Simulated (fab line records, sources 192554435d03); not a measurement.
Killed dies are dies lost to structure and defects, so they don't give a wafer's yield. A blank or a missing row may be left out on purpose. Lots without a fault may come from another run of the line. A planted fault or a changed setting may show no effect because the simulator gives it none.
fab line records | flow n5_finfet
record lots=8 wafers=24 last_day=18
route steps=1938 shown DUMMY_GATE@235 SPACER0@261 SD_EPI_N@272 BEOL_M4@1111 PASSIVATION@1936
lots that met no fault: from a run of the same line without faults
start_h: hours from the record's first day to the start of the lot's first wafer shown | wait_h: hours since the lot's step before | " the same as in the row above | L1.1+2: a row that stands for several wafers | - no value, or no start given | * or withheld: withheld | < > ~ a bound
route shown NAME@n: a module of which the file shows steps, and the number in the route of the first | usual: mean/standard deviation of fault-free wafers | same: alike in all rows | chamber/n: place in a boat | sites: the reading at each site | _std_site: their standard deviation | _edge_site: outer sites' mean less inner sites' | radius_mm: how far each site lies from the wafer's centre | mask NAME#n: copy n | behind: the tool/chamber that last shaped the wafer | hold: why the lot was held/for how many hours/how that ended | device: the transistor (n, p or np) that didn't switch | end of line: the same wafers' tests at the end of the route | a step without rows: its recipe alone | killed: dies lost to structure and defects at the first sort, not the wafer's yield | map: a wafer's dies, x killed, . not, _ none there
set.NAME: the setting as run; set.NAME@STEP: as run at that earlier step | model.NAME: the simulator's own value behind a step, which no gauge read
steps of the route over a sample of lots; a table a step, a row a wafer
services: from which hour (start_h, from the record's first day; less than 0 if before it) a tool's chamber was out of use, for how many hours, and why
## steps
# step N5_DUMMY_GATE_ETCH_29
# recipe chemistry=N2/H2 target=underlayer target_depth_a=130 ion_energy_ev=200 pressure_mtorr=30 source_w=840 bias_w=150 n2_flow_sccm=200 h2_flow_sccm=200
# usual bias_w=150.0/0.46 drypump_motor_current_A=5.8/0.42 oes_product_au=0.77/0.066 rf_vpp_V=523.7/2.7 showerhead_plenum_p_Torr=2.54/0.095 throttle_valve_pct=17.99/0.21
# columns lot.wafer tool chamber start_h wait_h bias_w drypump_motor_current_A oes_product_au rf_hours_counter_h rf_vpp_V showerhead_plenum_p_Torr throttle_valve_pct
L906.1 rie_diel-05 1 57.80 0.0 150.1 5.6 0.75 148 527.0 2.66 17.74
L906.2 " 2 " " 150.0 5.1 0.87 58 524.6 2.59 18.13
L906.4 " 3 " " 149.9 5.7 0.71 216 520.2 2.41 17.75
L907.1 rie_diel-04 0 63.47 0.0 149.6 5.9 0.78 114 521.4 2.45 17.63
L907.3 " 1 " " 149.3 5.2 0.82 88 522.1 2.46 17.57
L907.4 " 2 " " 149.8 6.3 0.71 221 522.0 2.51 17.99
L908.1 rie_diel-04 1 70.17 0.0 149.8 5.3 0.83 91 522.1 2.46 17.57
L908.2 " 2 " " 150.0 6.2 0.71 225 523.4 2.51 18.01
L908.3 " 3 " " 150.3 6.4 0.80 107 518.8 2.36 18.13
L909.2 rie_diel-05 1 75.84 0.0 150.7 5.5 0.75 154 525.2 2.66 17.75
L909.4 " 0 " " 150.1 5.9 0.73 158 526.9 2.65 18.18
L909.5 " 2 " " 149.8 5.1 0.85 - 524.3 2.59 18.12
L912.1 rie_diel-04 2 92.72 0.0 150.0 6.2 0.70 229 522.4 2.51 18.01
L912.3 " 1 " " 150.1 5.3 0.82 96 521.3 2.46 17.57
L912.4 " 3 " " 150.8 6.4 0.80 111 519.0 2.36 18.13
L922.4 rie_diel-04 1 147.54 0.0 149.9 5.3 0.80 114 521.4 2.45 17.60
L922.5 " 0 " " 150.6 5.9 0.76 - 520.2 2.44 17.67
L922.6 " 3 " " 150.2 6.4 0.78 - 518.2 2.35 18.17
L924.2 rie_diel-05 0 160.05 0.0 149.5 5.9 0.72 182 527.0 2.64 18.21
L924.4 " 1 " " 149.8 5.6 0.73 181 526.9 2.65 17.79
L924.5 " 2 " " 149.4 5.1 0.83 - 525.6 2.58 18.18
L925.2 rie_diel-05 0 167.97 0.0 149.6 5.9 0.72 185 526.0 2.64 18.22
L925.4 " 3 " " 150.4 5.8 0.69 249 520.6 2.39 17.82
L925.5 " 2 " " 149.4 5.1 0.82 - 524.0 2.58 18.17
# step N5_DUMMY_GATE_STRIP_41
# recipe chemistry=O2 power_w=400 temp_c=40 pressure_mtorr=30 rf_frequency_hz=6e+07 bias_power_w=0 overash_fraction=0.3 o2_flow_sccm=225
# usual drypump_motor_current_A=5.8/0.41 oes_product_au=0.78/0.069 rf_vpp_V=3.6/0.5 showerhead_plenum_p_Torr=2.10/0.071 throttle_valve_pct=16.75/0.19
# columns lot.wafer tool chamber start_h wait_h drypump_motor_current_A oes_product_au rf_hours_counter_h rf_vpp_V showerhead_plenum_p_Torr throttle_valve_pct
L906.1 rie_diel-04 1 58.64 0.0 5.3 0.82 86 4.3 2.04 16.48
L906.2 " 0 " " 5.9 0.79 112 3.4 2.03 16.43
L906.4 " 2 " " 6.2 0.71 219 3.2 2.08 16.68
L907.1 rie_diel-04 0 64.14 0.0 5.9 0.79 114 4.0 2.03 16.45
L907.3 " 1 " " 5.2 0.82 88 4.1 2.04 16.48
L907.4 " 3 " " 6.4 0.80 105 3.7 1.94 16.78
L908.1 rie_diel-06 2 70.57 0.0 6.2 0.73 182 3.9 2.17 16.95
L908.2 " 1 " " 6.2 0.69 246 4.7 2.16 17.24
L908.3 " 0 " " 6.1 0.80 112 4.3 2.12 16.85
L909.2 rie_diel-06 3 76.24 0.0 6.2 0.81 101 3.4 2.12 16.81
L909.4 " 0 " " 6.1 0.80 114 3.7 2.12 16.84
L909.5 " 0 " " 6.1 0.80 - 3.4 2.12 16.83
L912.1 rie_diel-06 3 93.13 0.0 6.2 0.81 107 2.9 2.12 16.81
L912.3 " 0 " " 6.1 0.80 119 4.5 2.11 16.84
L912.4 " 3 " " 6.2 0.81 - 3.0 2.12 16.83
L922.4 rie_diel-05 2 147.94 0.0 5.1 0.83 85 4.6 2.12 16.76
L922.5 " 3 " " 5.8 0.68 - 3.3 1.97 16.68
L922.6 " 2 " " 5.1 0.83 - 3.9 2.12 16.76
L924.2 rie_diel-06 0 160.45 0.0 6.1 0.77 141 2.9 2.11 16.88
L924.4 " 1 " " 6.2 0.91 16 3.7 2.15 16.82
L924.5 " 3 " " 6.2 0.78 - 3.8 2.11 16.88
L925.2 rie_diel-06 3 168.38 0.0 6.2 0.79 132 3.8 2.11 16.87
L925.4 " 0 " " 6.1 0.78 143 3.9 2.11 16.88
L925.5 " 3 " " 6.2 0.78 - 3.2 2.11 16.87
# step N5_DUMMY_GATE_ETCH_23
# recipe chemistry=HBr/Cl2/O2 HBr_flow_sccm=150 Cl2_flow_sccm=80 O2_flow_sccm=12 bias_w=102 target_depth_a=410 time_s=22.3 target=poly-Si mask_material=SiO2 pressure_mtorr=10 icp_w=800
# usual bias_w=102.00/0.29 drypump_motor_current_A=5.7/0.48 oes_product_au=1.001/0.011 throttle_valve_pct=37.24/0.17
# columns lot.wafer tool chamber start_h wait_h bias_w drypump_motor_current_A oes_product_au rf_hours_counter_h throttle_valve_pct
L906.1 rie_si-02 0 58.87 0.0 102.11 5.3 0.997 175 37.21
L906.2 " 2 " " 102.10 5.7 1.000 106 37.04
L906.4 " 1 " " 102.01 5.5 0.999 190 37.26
L907.1 rie_si-01 1 64.37 0.0 101.95 5.4 1.020 147 37.26
L907.3 " 3 " " 102.04 6.1 1.006 5 36.96
L907.4 " 0 " " 101.90 5.1 1.003 151 37.45
L908.1 rie_si-02 0 70.81 0.0 102.42 5.3 1.007 175 37.21
L908.2 " 3 " " 101.90 5.7 0.998 58 37.23
L908.3 " 1 " " 102.06 5.5 1.003 190 37.25
L909.2 rie_si-04 2 76.48 0.0 102.14 6.6 0.997 121 36.96
L909.4 " 0 " " 102.26 4.9 1.023 198 37.17
L909.5 " 2 " " 101.96 6.6 0.997 - 36.96
L912.1 rie_si-04 1 93.37 0.0 102.04 5.9 0.992 32 37.34
L912.3 " 2 " " 102.64 6.6 0.996 121 36.96
L912.4 " 3 " " 102.15 5.4 0.968 - 37.39
L922.4 rie_si-01 1 148.18 0.0 101.40 5.4 1.007 149 37.25
L922.5 " 1 " " 101.58 5.4 1.011 - 37.26
L922.6 " 0 " " 102.13 5.1 0.997 - 37.42
L924.2 rie_si-04 1 160.68 0.0 101.82 5.8 0.998 34 37.33
L924.4 " 2 " " 101.90 6.7 0.996 123 36.95
L924.5 " 0 " " 102.42 4.9 1.007 - 37.47
L925.2 rie_si-01 1 168.61 0.0 102.14 5.4 1.005 150 37.28
L925.4 " 2 " " 102.30 6.2 1.011 51 37.39
L925.5 " 3 " " 101.88 6.2 1.008 - 36.97
# step N5_DUMMY_GATE_CD_MEAS_24
# recipe target_cd_nm=15
# usual cd_nm=15.02/0.28
# columns lot.wafer tool chamber start_h wait_h cd_nm
L906.1 cd_sem-01 - 59.03 0.1 15.10
L906.2 " - " " 14.99
L906.4 " - " " 14.91
L907.1 cd_sem-02 - 64.54 0.1 15.19
L907.3 " - " " 14.75
L907.4 " - " " 14.82
L908.1 cd_sem-01 - 70.97 0.1 15.21
L908.2 " - " " 15.46
L908.3 " - " " 15.03
L909.2 cd_sem-03 - 76.65 0.1 15.13
L909.4 " - " " 15.29
L909.5 " - " " 15.53
L912.1 cd_sem-01 - 93.53 0.1 15.39
L912.3 " - " " 14.70
L912.4 " - " " 15.00
L922.4 cd_sem-02 - 148.35 0.1 15.02
L922.5 " - " " 15.42
L922.6 " - " " 15.40
L924.2 cd_sem-02 - 160.86 0.1 14.96
L924.4 " - " " 14.92
L924.5 " - " " 15.27
L925.2 cd_sem-03 - 168.78 0.1 15.30
L925.4 " - " " 14.90
L925.5 " - " " 15.08
# step N5_DUMMY_GATE_INSPECT_27
# recipe inspect_instrument=brightfield mode=aei
# usual raw_defect_count=319/84
# columns lot.wafer tool chamber start_h wait_h raw_defect_count
L906.1 defect_inspect-02 - 59.48 0.0 392
L906.2 " - " " 316
L906.4 " - " " 298
L907.1 defect_inspect-01 - 64.97 0.0 401
L907.3 " - " " 462
L907.4 " - " " 286
L908.1 defect_inspect-01 - 71.26 0.0 1472
L908.2 " - " " 1362
L908.3 " - " " 1285
L909.2 defect_inspect-01 - 76.93 0.0 300
L909.4 " - " " 204
L909.5 " - " " 354
L912.1 defect_inspect-01 - 93.88 0.0 1287
L912.3 " - " " 1344
L912.4 " - " " 1289
L922.4 defect_inspect-01 - 148.63 0.0 187
L922.5 " - " " 183
L922.6 " - " " 303
L924.2 defect_inspect-02 - 161.14 0.0 281
L924.4 " - " " 282
L924.5 " - " " 227
L925.2 defect_inspect-02 - 169.18 0.0 425
L925.4 " - " " 472
L925.5 " - " " 449
# step N5_SPACER0_INSPECT_04
# recipe inspect_instrument=darkfield mode=post_dep
# usual raw_defect_count=142/32
# columns lot.wafer tool chamber start_h wait_h raw_defect_count
L906.1 defect_inspect-01 - 60.59 0.1 197
L906.2 " - " " 176
L906.4 " - " " 157
L907.1 defect_inspect-02 - 65.57 0.1 211
L907.3 " - " " 181
L907.4 " - " " 142
L908.1 defect_inspect-01 - 72.45 0.1 1264
L908.2 " - " " 1196
L908.3 " - " " 1161
L909.2 defect_inspect-01 - 77.53 0.1 121
L909.4 " - " " 102
L909.5 " - " " 135
L912.1 defect_inspect-02 - 94.48 0.1 1174
L912.3 " - " " 1197
L912.4 " - " " 1183
L922.4 defect_inspect-02 - 150.62 0.1 101
L922.5 " - " " 90
L922.6 " - " " 134
L924.2 defect_inspect-02 - 161.75 0.1 124
L924.4 " - " " 129
L924.5 " - " " 100
L925.2 defect_inspect-02 - 170.09 0.1 175
L925.4 " - " " 222
L925.5 " - " " 214
# step N5_SD_EPI_N_INSPECT_11
# recipe mode=adi inspect_instrument=macro
# usual raw_defect_count=2.0/1.4
# columns lot.wafer tool chamber start_h wait_h raw_defect_count
L906.1 defect_inspect-02 - 60.92 0.0 1
L906.2 " - " " 2
L906.4 " - " " 3
L907.1 defect_inspect-02 - 65.92 0.0 1
L907.3 " - " " 0
L907.4 " - " " 3
L908.1 defect_inspect-02 - 72.78 0.0 >300
L908.2 " - " " >300
L908.3 " - " " >300
L909.2 defect_inspect-01 - 77.99 0.0 5
L909.4 " - " " 2
L909.5 " - " " 3
L912.1 defect_inspect-01 - 94.93 0.0 >300
L912.3 " - " " >300
L912.4 " - " " >300
L922.4 defect_inspect-01 - 151.08 0.0 1
L922.5 " - " " 0
L922.6 " - " " 3
L924.2 defect_inspect-02 - 162.20 0.0 1
L924.4 " - " " 2
L924.5 " - " " 1
L925.2 defect_inspect-02 - 170.41 0.0 2
L925.4 " - " " 0
L925.5 " - " " 3
# step N5_BEOL_M4_RC_MEAS_101
# usual DIBL_N=36.1/1.4 DIBL_P=36.3/1.4 IOFF_N=0.154/0.021 IOFF_P=0.21/0.032 ION_N=670/8.1 ION_P=461/7 SS_N=71.4/0.49 SS_P=73.3/0.5 VT_N=250.4/2.6 VT_P=-250/3.7
# columns lot.wafer tool chamber start_h wait_h DIBL_N[mV/V] DIBL_P[mV/V] IOFF_N[nA/um] IOFF_P[nA/um] ION_N[uA/um] ION_P[uA/um] SS_N[mV/dec] SS_P[mV/dec] VT_N[mV] VT_P[mV]
L906.1 prober-02 0 201.28 0.0 38.2 36.8 0.170 0.20 676 451 71.7 73.0 246.3 -252
L906.2 " 0 " " 37.8 37.5 0.172 0.20 682 458 71.7 73.5 248.8 -254
L906.4 " 0 " " 36.8 36.2 0.154 0.18 681 465 70.8 73.3 248.1 -254
L907.1 prober-01 0 205.64 0.0 36.2 36.9 0.161 0.19 672 455 70.7 73.9 249.6 -253
L907.3 " 0 " " 36.6 38.1 0.170 0.21 673 459 71.9 74.1 250.5 -256
L907.4 " 0 " " 38.0 40.1 0.195 0.25 679 464 71.2 73.9 248.4 -248
L908.1 prober-01 0 208.65 0.0 35.9 35.7 0.133 0.21 672 469 70.8 72.8 254.0 -249
L908.2 " 0 " " 34.8 33.5 0.114 0.18 657 464 70.9 72.1 257.3 -254
L908.3 " 0 " " 37.2 36.3 0.153 0.22 672 464 70.8 73.4 250.8 -248
L909.2 prober-02 0 211.23 0.2 33.3 32.9 0.124 0.22 664 472 70.8 73.2 252.9 -244
L909.4 " 0 " " 36.0 35.6 0.170 0.28 676 475 71.4 73.1 246.2 -242
L909.5 " 0 " " 34.6 34.2 0.146 0.25 681 480 71.1 72.8 250.2 -241
L912.1 prober-02 0 228.04 0.0 36.0 36.1 0.164 0.26 671 467 71.0 73.4 248.0 -244
L912.3 " 0 " " 36.1 36.0 0.164 0.26 669 468 71.2 74.3 248.1 -245
L912.4 " 0 " " 34.7 34.3 0.138 0.24 676 472 70.9 73.3 251.7 -248
L922.4 prober-01 0 281.82 0.5 34.4 34.7 0.139 0.18 681 467 71.0 72.9 249.3 -251
L922.5 " 0 " " 34.2 34.4 0.137 0.19 682 461 70.4 73.2 250.0 -250
L922.6 " 0 " " 36.5 35.7 0.171 0.20 669 459 70.6 73.6 246.5 -249
L924.2 prober-01 0 311.47 0.2 35.0 36.6 0.127 0.17 657 458 71.6 72.9 255.0 -255
L924.4 " 0 " " 32.7 34.0 0.110 0.14 659 455 70.4 72.7 254.8 -254
L924.5 " 0 " " 33.5 34.5 0.115 0.15 650 451 71.0 72.9 254.3 -259
L925.2 prober-02 0 328.64 0.2 37.8 38.2 0.167 0.22 665 453 71.4 73.6 249.4 -250
L925.4 " 0 " " 37.4 37.7 0.154 0.21 661 459 71.3 73.1 250.7 -251
L925.5 " 0 " " 38.6 39.7 0.186 0.24 679 463 71.7 73.4 250.4 -251
# step N5_PASSIVATION_PROBE_49
# usual defect_limited_yield=91.0/1.6 killed_at_M0_to_M3=35/11 killed_at_M4_up=14/5.1 killed_at_contacts=12/6.6 killed_at_front_end=41/12 killed_at_other=4/3 killed_dies=107/19 killed_open=70/15 killed_short=35/8.5 sort_bin_5_function=5.3/1 sort_bin_6_memory=3.4/0.73 sort_n_pass=1073/19 sort_yield_pct=91.0/1.6
# same gross_dies=1180 killed_at_back_side=0 sort_bin_4_leakage[%]=0 sort_bin_8_speed[%]=0
# columns lot.wafer tool chamber start_h wait_h defect_limited_yield[%] killed_at_M0_to_M3 killed_at_M4_up killed_at_contacts killed_at_front_end killed_at_other killed_dies killed_open killed_short sort_bin_5_function[%] sort_bin_6_memory[%] sort_n_pass sort_yield_pct[%]
L908.1 prober-01 - 318.43 0.0 79.7 28 6 5 197 3 239 49 35 12.0 4.3 941 79.7
L908.2 prober-01 - 318.48 0.1 78.9 24 11 11 197 6 249 54 46 14.7 3.1 931 78.9
L908.3 prober-01 - 318.53 0.1 80.3 25 4 6 187 11 233 47 46 12.1 3.9 947 80.3
L912.1 prober-01 - 332.32 0.0 78.3 36 14 9 194 3 256 76 27 13.4 4.3 924 78.3
L912.3 prober-01 - 332.42 0.1 77.6 36 19 11 196 2 264 71 28 12.7 5.9 916 77.6
L912.4 prober-01 - 332.47 0.2 79.5 29 10 14 189 0 242 75 32 12.6 4.5 938 79.5
L922.4 prober-02 - 389.06 0.2 90.3 38 8 6 50 13 115 60 54 6.4 2.9 1065 90.3
L922.5 prober-02 - 389.11 0.2 91.5 38 6 8 42 6 100 60 40 4.3 3.7 1080 91.5
L922.6 prober-02 - 389.16 0.3 91.7 43 8 12 33 2 98 65 32 4.7 3.1 1082 91.7
L924.2 prober-02 - 415.84 0.1 93.4 34 8 13 18 5 78 48 29 3.8 2.5 1102 93.4
L924.4 prober-02 - 415.94 0.2 92.3 38 10 7 34 2 91 58 31 4.1 3.2 1089 92.3
L924.5 prober-02 - 415.99 0.2 91.4 23 17 14 42 5 101 47 53 4.8 3.1 1079 91.4
# killed by level:class
L908.1 DUMMY_GATE:unspecified=152 FIN_SAQP:geometric_particle:open=9 DUMMY_GATE:geometric_particle:open=9 GATE_CUT:geometric_particle:short=8 FIN_SAQP:geometric_particle:short=7 BEOL_M1:geometric_particle:open=6 BEOL_M2:geometric_particle:open=6 MOL_CONTACT_COAG:geometric_particle:open=4
L908.2 DUMMY_GATE:unspecified=149 FIN_SAQP:geometric_particle:short=12 MOL_CONTACT_COAG:geometric_particle:open=9 GATE_CUT:geometric_particle:short=8 DUMMY_GATE:geometric_particle:open=7 BEOL_M0_SAQP:geometric_particle:short=7 FIN_SAQP:geometric_particle:open=6 BEOL_M0_SAQP:geometric_particle:open=6
L908.3 DUMMY_GATE:unspecified=140 STI_FIN_REVEAL:geometric_particle:open=10 GATE_CUT:geometric_particle:short=10 FIN_SAQP:geometric_particle:short=9 BEOL_M1:geometric_particle:open=9 FIN_SAQP:geometric_particle:open=5 MIM_TOP_ETCH:geometric_particle:short=5 MIM_TOP_ETCH:geometric_particle:open=4
L912.1 DUMMY_GATE:unspecified=151 STI_FIN_REVEAL:geometric_particle:open=13 BEOL_M0_SAQP:geometric_particle:open=9 DUMMY_GATE:geometric_particle:open=8 MOL_CONTACT_COAG:geometric_particle:open=8 FIN_SAQP:geometric_particle:open=7 BEOL_M0_SAQP:geometric_particle:short=6 BEOL_M1:geometric_particle:open=5
L912.3 DUMMY_GATE:unspecified=162 BEOL_M0_SAQP:geometric_particle:open=14 STI_FIN_REVEAL:geometric_particle:open=10 MOL_CONTACT_COAG:geometric_particle:open=10 BEOL_M4:geometric_particle:open=7 ILD0:geometric_particle:open=5 BEOL_M3:geometric_particle:open=5 BEOL_M3:geometric_particle:short=5
L912.4 DUMMY_GATE:unspecified=135 FIN_SAQP:geometric_particle:open=16 STI_FIN_REVEAL:geometric_particle:open=12 MOL_CONTACT_COAG:geometric_particle:open=12 BEOL_M0_SAQP:geometric_particle:open=11 BEOL_M0_SAQP:geometric_particle:short=9 FIN_SAQP:geometric_particle:short=6 DUMMY_GATE:geometric_particle:open=6
L922.4 BEOL_M0_SAQP:geometric_particle:short=17 FIN_SAQP:geometric_particle:short=16 STI_FIN_REVEAL:geometric_particle:open=8 BEOL_M0_SAQP:geometric_particle:open=8 FIN_SAQP:geometric_particle:open=6 MOL_CONTACT_COAG:geometric_particle:open=5 BEOL_M1:geometric_particle:open=5 MIM_TOP:geometric_particle:open=5
L922.5 BEOL_M0_SAQP:geometric_particle:short=13 FIN_SAQP:geometric_particle:short=11 BEOL_M0_SAQP:geometric_particle:open=11 FIN_SAQP:geometric_particle:open=8 MOL_CONTACT_COAG:geometric_particle:open=7 ILD0:geometric_particle:open=6 BEOL_M1:geometric_particle:open=6 BEOL_M3:geometric_particle:open=6
L922.6 BEOL_M0_SAQP:geometric_particle:short=13 MOL_CONTACT_COAG:geometric_particle:open=11 BEOL_M0_SAQP:geometric_particle:open=9 BEOL_M2:geometric_particle:open=8 BEOL_M3:geometric_particle:open=7 FIN_SAQP:geometric_particle:short=5 STI_FIN_REVEAL:geometric_particle:open=5 BEOL_M1:geometric_particle:open=4
L924.2 BEOL_M3:geometric_particle:open=12 MOL_CONTACT_COAG:geometric_particle:open=11 BEOL_M0_SAQP:geometric_particle:short=7 BEOL_M0_SAQP:geometric_particle:open=4 BEOL_M2:geometric_particle:open=4 BEOL_M4:geometric_particle:short=4 PASS1_CAP:geometric_particle:open=4 BEOL_M2:geometric_particle:short=3
L924.4 BEOL_M0_SAQP:geometric_particle:open=9 BEOL_M3:geometric_particle:open=9 FIN_SAQP:geometric_particle:short=8 BEOL_M0_SAQP:geometric_particle:short=8 MOL_CONTACT_COAG:geometric_particle:open=7 FIN_SAQP:geometric_particle:open=6 BEOL_M2:geometric_particle:open=5 BEOL_M4:geometric_particle:open=4
L924.5 BEOL_M0_SAQP:geometric_particle:short=12 MOL_CONTACT_COAG:geometric_particle:open=9 FIN_SAQP:geometric_particle:short=8 GATE_CUT:geometric_particle:short=7 BEOL_M0_SAQP:geometric_particle:open=6 MOL_CONTACT_COAG:geometric_particle:short=5 BEOL_M4:geometric_particle:short=5 GATE_CUT:geometric_particle:open=4
## services
# columns tool chamber start_h hours kind
rie_si-01 - 46.40 0.1 repair
rie_diel-06 - 51.36 14.6 pm
rie_si-02 - 57.25 1.5 repair
rie_diel-06 1 87.82 - clean
rie_diel-06 1 87.82 - consumable_replace:focus_ring
rie_diel-06 1 87.82 18.2 scheduled_down
rie_diel-06 1 87.82 18.2 vent_cycle
rie_si-04 0 90.74 - clean
rie_si-04 0 90.74 31.7 scheduled_down
rie_si-04 0 90.74 31.7 vent_cycle
rie_si-01 - 122.83 0.1 repair
rie_diel-04 - 124.52 2.8 pm
rie_diel-06 - 124.66 0.2 repair
rie_si-01 2 126.42 14.6 repair
rie_diel-06 1 137.33 5.4 repair
rie_diel-05 2 138.48 4.3 repair
rie_si-02 0 142.74 5.9 repair
rie_diel-06 0 155.89 3.1 repair
rie_diel-04 2 162.41 - clean
rie_diel-04 2 162.41 - consumable_replace:focus_ring
rie_diel-04 2 162.41 17.5 scheduled_down
rie_diel-04 2 162.41 17.5 vent_cycle
## key
first_sign step=N5_DUMMY_GATE_INSPECT_27 reading=raw_defect_count direction=up sigmas=12 usual=319 struck=1340
effect step=N5_SPACER0_INSPECT_04 reading=raw_defect_count direction=up sigmas=33 usual=142 struck=1196
effect step=N5_SD_EPI_N_INSPECT_11 reading=raw_defect_count direction=up sigmas=99+ usual=2.0 struck=>300
effect step=N5_PASSIVATION_PROBE_49 reading=killed_at_front_end direction=up sigmas=12 usual=41 struck=193
more_kills_born_at N5_DUMMY_GATE_ETCH_29@rie_diel-04=889
met_at N5_DUMMY_GATE_ETCH_29
struck_lots L908,L912
not_acting_at N5_DUMMY_GATE_STRIP_41,N5_DUMMY_GATE_ETCH_23,N5_DUMMY_GATE_CD_MEAS_24
onset_between 63.47 70.17
fault kind=chamber_particle_source tool=rie_diel-04 chamber=- onset_h=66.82 steps=N5_DUMMY_GATE_ETCH_29 rate_per_visit_cm2=1.6533 end_h=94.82
